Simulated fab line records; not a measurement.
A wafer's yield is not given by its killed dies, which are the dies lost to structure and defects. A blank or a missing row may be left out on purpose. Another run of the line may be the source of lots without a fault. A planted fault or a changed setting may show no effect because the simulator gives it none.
Which tool did it? | flow nand-harc | 14 lots with 42 wafers sampled at 4 steps, on a route of 1302 steps

WHAT EACH GAUGE READ, for each wafer
The record holds no reading of a measuring or inspecting step that can be judged against a usual standard deviation.

EACH LOT AND THE TOOL THAT RAN IT (in order: tool; ch and the chambers of the sampled wafers; start)
lot  | NHARC_A_STAIRCASE_ETCH_294                    | NHARC_A_STAIRCASE_HM_OPEN_463      | NHARC_A_STAIRCASE_ETCH_453     | NHARC_A_STAIRCASE_ETCH_315
L663 | rie-diel-06 ch 1,2,3, day 18 09:44 or earlier | rie-diel-06 ch 0,1,3, day 18 09:44 | rie-diel-06 ch 0,1,3, no start | rie-diel-06 ch 0,1,3, no start
L664 | rie-diel-06 ch 0,2, day 18 15:49 or earlier   | rie-diel-03 ch 0,2, day 18 15:49   | rie-diel-03 ch 0,3, no start   | rie-diel-03 ch 0,2, no start
L665 | rie-diel-03 ch 0,1,2, day 18 21:37 or earlier | rie-diel-03 ch 0,1,3, day 18 21:37 | rie-diel-03 ch 0,1,3, no start | rie-diel-03 ch 0,1,3, no start
L666 | rie-diel-03 ch 0,2,3, day 19 01:23 or earlier | rie-diel-05 ch 0,3, day 19 01:23   | rie-diel-05 ch 0,2, no start   | rie-diel-05 ch 0,1,3, no start
L667 | rie-diel-06 ch 0,1,3, day 19 11:04 or earlier | rie-diel-05 ch 1,2, day 19 11:04   | rie-diel-05 ch 1,2,3, no start | rie-diel-05 ch 1,2, no start
L668 | rie-diel-05 ch 1,2,3, day 19 12:29 or earlier | rie-diel-05 ch 0,3, day 19 12:29   | rie-diel-05 ch 0,2,3, no start | rie-diel-05 ch 1,2,3, no start
L672 | rie-diel-05 ch 0,1, day 21 15:08 or earlier   | rie-diel-03 ch 0,1,3, day 21 15:08 | rie-diel-03 ch 0,3, no start   | rie-diel-03 ch 0,3, no start
L674 | rie-diel-05 ch 1,2,3, day 21 22:02 or earlier | rie-diel-03 ch 1,2, day 21 22:02   | rie-diel-03 ch 0,1, no start   | rie-diel-03 ch 0,1, no start
L676 | rie-diel-05 ch 1,2,3, day 22 22:32 or earlier | rie-diel-05 ch 0,1,2, day 22 22:32 | rie-diel-05 ch 0,1,3, no start | rie-diel-05 ch 0,1,3, no start
L677 | rie-diel-03 ch 1,2, day 23 05:00 or earlier   | rie-diel-06 ch 0,3, day 23 05:00   | rie-diel-06 ch 1,2, no start   | rie-diel-06 ch 1,2, no start
L679 | rie-diel-06 ch 0,1, day 24 05:58 or earlier   | rie-diel-05 ch 1,2,3, day 24 05:58 | rie-diel-05 ch 0,1,3, no start | rie-diel-05 ch 0,1,3, no start
L680 | rie-diel-03 ch 0,1,2, day 25 02:25 or earlier | rie-diel-05 ch 0,3, day 25 02:25   | rie-diel-05 ch 1,2,3, no start | rie-diel-05 ch 0,3, no start
L683 | rie-diel-05 ch 2,3, day 26 02:43 or earlier   | rie-diel-06 ch 0,1, day 26 02:43   | rie-diel-06 ch 0,1,2, no start | rie-diel-06 ch 0,1,3, no start
L685 | rie-diel-03 ch 0,2, day 26 23:19 or earlier   | rie-diel-06 ch 0,2, day 26 23:19   | rie-diel-06 ch 1,2, no start   | rie-diel-06 ch 0,1,2, no start
- NHARC_A_STAIRCASE_ETCH_294: etches the open film in C4F8/O2/Ar, target depth 4989 nm, time 1211.6 s.
- NHARC_A_STAIRCASE_HM_OPEN_463: chemistry O2/COS.
- NHARC_A_STAIRCASE_ETCH_453: etches the open film in CF4/O2, target depth 30 nm, overetch 3 nm, time 16.5 s.
- NHARC_A_STAIRCASE_ETCH_315: etches the open film in C4F8/O2/Ar, target depth 2500 nm, time 607.1 s.

WHAT THE TOOLS THEMSELVES READ (means of the sampled wafers that have a number; where no wafer has one, the mark that the record gives instead)
NHARC_A_STAIRCASE_ETCH_294. Usual: oes-product-au 0.931 a.u., standard deviation 0.0089; rf-vpp-V 1823 V, standard deviation 12.
lot  | tool        | oes-product-au (a.u.) | rf-vpp-V (V) | flag
L663 | rie-diel-06 | 0.931                 | 1821         |
L664 | rie-diel-06 | 0.929                 | 1828         |
L665 | rie-diel-03 | 0.930                 | 1820         |
L666 | rie-diel-03 | 0.928                 | 1819         |
L667 | rie-diel-06 | 0.928                 | 1816         |
L668 | rie-diel-05 | 0.937                 | 1820         |
L672 | rie-diel-05 | 0.937                 | 1845         |
L674 | rie-diel-05 | 0.928                 | 1821         |
L676 | rie-diel-05 | 0.927                 | 1820         |
L677 | rie-diel-03 | 0.921                 | 1817         |
L679 | rie-diel-06 | 0.925                 | 1816         |
L680 | rie-diel-03 | 0.922                 | 1817         |
L683 | rie-diel-05 | 0.954                 | 1847         |
L685 | rie-diel-03 | 0.929                 | 1816         |

NHARC_A_STAIRCASE_HM_OPEN_463. Usual: drypump-motor-current-A 5.8 A, standard deviation 0.5; mfc-ar-sccm 0.013 sccm, standard deviation 0.013; oes-product-au 1.001 a.u., standard deviation 0.0076; rf-vpp-V 466 V, standard deviation 3.9; showerhead-plenum-p-Torr 3.09 Torr, standard deviation 0.18; throttle-valve-pct 28.330 %, standard deviation 0.01.
lot  | tool        | drypump-motor-current-A (A) | mfc-ar-sccm (sccm) | oes-product-au (a.u.) | rf-vpp-V (V) | showerhead-plenum-p-Torr (Torr) | throttle-valve-pct (%) | flag
L663 | rie-diel-06 | 5.9                         | 0.011              | 0.998                 | 464          | 2.99                            | 28.328                 |
L664 | rie-diel-03 | 5.9                         | 0.029              | 0.999                 | 464          | 3.01                            | 28.329                 |
L665 | rie-diel-03 | 5.6                         | 0.015              | 1.002                 | 466          | 3.09                            | 28.330                 |
L666 | rie-diel-05 | 6.1                         | 0.009              | 1.009                 | 465          | 3.07                            | 28.325                 |
L667 | rie-diel-05 | 5.9                         | 0.011              | 1.006                 | 467          | 3.05                            | 28.323                 |
L668 | rie-diel-05 | 5.7                         | 0.013              | 1.005                 | 469          | 3.22                            | 28.334                 |
L672 | rie-diel-03 | 5.6                         | 0.015              | 0.975                 | 466          | 3.08                            | 28.327                 | OFF
L674 | rie-diel-03 | 5.6                         | 0.000              | 0.966                 | 467          | 3.06                            | 28.326                 | OFF
L676 | rie-diel-05 | 5.6                         | 0.017              | 1.010                 | 469          | 3.19                            | 28.323                 |
L677 | rie-diel-06 | 5.6                         | 0.008              | 1.000                 | 464          | 2.94                            | 28.329                 |
L679 | rie-diel-05 | 5.9                         | 0.013              | 1.006                 | 465          | 3.04                            | 28.326                 |
L680 | rie-diel-05 | 5.8                         | 0.013              | 1.005                 | 469          | 3.19                            | 28.335                 |
L683 | rie-diel-06 | 6.0                         | 0.016              | 0.995                 | 465          | 2.99                            | 28.335                 |
L685 | rie-diel-06 | 5.8                         | 0.019              | 0.996                 | 466          | 3.04                            | 28.327                 |

NHARC_A_STAIRCASE_ETCH_453. Usual: drypump-motor-current-A 5.8 A, standard deviation 0.5; mfc-ar-sccm 0.013 sccm, standard deviation 0.013; oes-product-au 1.000 a.u., standard deviation 0.007; rf-vpp-V 197.4 V, standard deviation 1.7; showerhead-plenum-p-Torr 1.32 Torr, standard deviation 0.078; throttle-valve-pct 13.398 %, standard deviation 0.0085.
lot  | tool        | drypump-motor-current-A (A) | mfc-ar-sccm (sccm) | oes-product-au (a.u.) | rf-vpp-V (V) | showerhead-plenum-p-Torr (Torr) | throttle-valve-pct (%) | flag
L663 | rie-diel-06 | 5.9                         | 0.011              | 1.005                 | 196.7        | 1.28                            | 13.402                 |
L664 | rie-diel-03 | 5.6                         | 0.015              | 0.999                 | 197.5        | 1.32                            | 13.397                 |
L665 | rie-diel-03 | 5.6                         | 0.015              | 1.001                 | 197.5        | 1.32                            | 13.401                 |
L666 | rie-diel-05 | 5.7                         | 0.012              | 0.998                 | 199.7        | 1.37                            | 13.393                 |
L667 | rie-diel-05 | 5.9                         | 0.013              | 0.996                 | 197.1        | 1.31                            | 13.399                 |
L668 | rie-diel-05 | 6.0                         | 0.007              | 0.995                 | 197.8        | 1.31                            | 13.392                 |
L672 | rie-diel-03 | 5.7                         | 0.029              | 0.998                 | 196.7        | 1.30                            | 13.398                 |
L674 | rie-diel-03 | 5.5                         | 0.015              | 0.996                 | 197.4        | 1.32                            | 13.396                 |
L676 | rie-diel-05 | 5.6                         | 0.019              | 1.008                 | 198.5        | 1.37                            | 13.401                 |
L677 | rie-diel-06 | 6.0                         | 0.017              | 0.998                 | 197.5        | 1.33                            | 13.401                 |
L679 | rie-diel-05 | 5.6                         | 0.019              | 1.001                 | 198.0        | 1.36                            | 13.405                 |
L680 | rie-diel-05 | 5.9                         | 0.013              | 1.001                 | 197.1        | 1.29                            | 13.397                 |
L683 | rie-diel-06 | 6.0                         | 0.017              | 0.995                 | 197.3        | 1.30                            | 13.408                 |
L685 | rie-diel-06 | 6.3                         | 0.015              | 1.000                 | 196.4        | 1.30                            | 13.403                 |

NHARC_A_STAIRCASE_ETCH_315. Usual: oes-product-au 0.934 a.u., standard deviation 0.0083; rf-vpp-V 1824 V, standard deviation 15.
lot  | tool        | oes-product-au (a.u.) | rf-vpp-V (V) | flag
L663 | rie-diel-06 | 0.930                 | 1815         |
L664 | rie-diel-03 | 0.929                 | 1816         |
L665 | rie-diel-03 | 0.929                 | 1824         |
L666 | rie-diel-05 | 0.928                 | 1833         |
L667 | rie-diel-05 | 0.941                 | 1821         |
L668 | rie-diel-05 | 0.932                 | 1821         |
L672 | rie-diel-03 | 0.946                 | 1820         |
L674 | rie-diel-03 | 0.936                 | 1821         |
L676 | rie-diel-05 | 0.942                 | 1832         |
L677 | rie-diel-06 | 0.933                 | 1822         |
L679 | rie-diel-05 | 0.936                 | 1831         |
L680 | rie-diel-05 | 0.932                 | 1832         |
L683 | rie-diel-06 | 0.942                 | 1814         |
L685 | rie-diel-06 | 0.936                 | 1821         |

THE ANSWER, worked out from the rows above alone
Rule: lot off if the mean of its wafers having a number is beyond 3 standard deviations from the usual mean. A lot without any number at a reading at which 4 lots or more have one is off too. Any other lot the step has rows for is counted as sound. Order of review: gauges by route order, followed by the tools' own readings, for which a lot's mean as printed above is used. The first step at which some lot is off is used, and at that step the reading that is off furthest; a lot without a number counts as furthest.
Off: L672, L674, at NHARC_A_STAIRCASE_HM_OPEN_463 (oes-product-au).
A tool fits if, at that step or a process step before it, it ran every lot that is off, and no sound lot after the first of them. NHARC_A_STAIRCASE_ETCH_294: start missing for some lots; hours and lot order therefore follow NHARC_A_STAIRCASE_HM_OPEN_463. One candidate fits, namely rie-diel-03 at NHARC_A_STAIRCASE_HM_OPEN_463. A fault onset in the window from L665 (day 18 21:37, its last sound lot) to L672 (day 21 15:08, its first lot off) fits.
On the lots that are off, the tool's own readings at NHARC_A_STAIRCASE_HM_OPEN_463 differ by more than 5 times the standard deviation of the sound lots' means, which bears it out; oes-product-au reads 0.970 a.u. there versus 1.003 a.u. on the sound lots.

WHAT THE SIMULATOR HAD PUT IN
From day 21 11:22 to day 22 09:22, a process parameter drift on rie-diel-03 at NHARC_A_STAIRCASE_HM_OPEN_463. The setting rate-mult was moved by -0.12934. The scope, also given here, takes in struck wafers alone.
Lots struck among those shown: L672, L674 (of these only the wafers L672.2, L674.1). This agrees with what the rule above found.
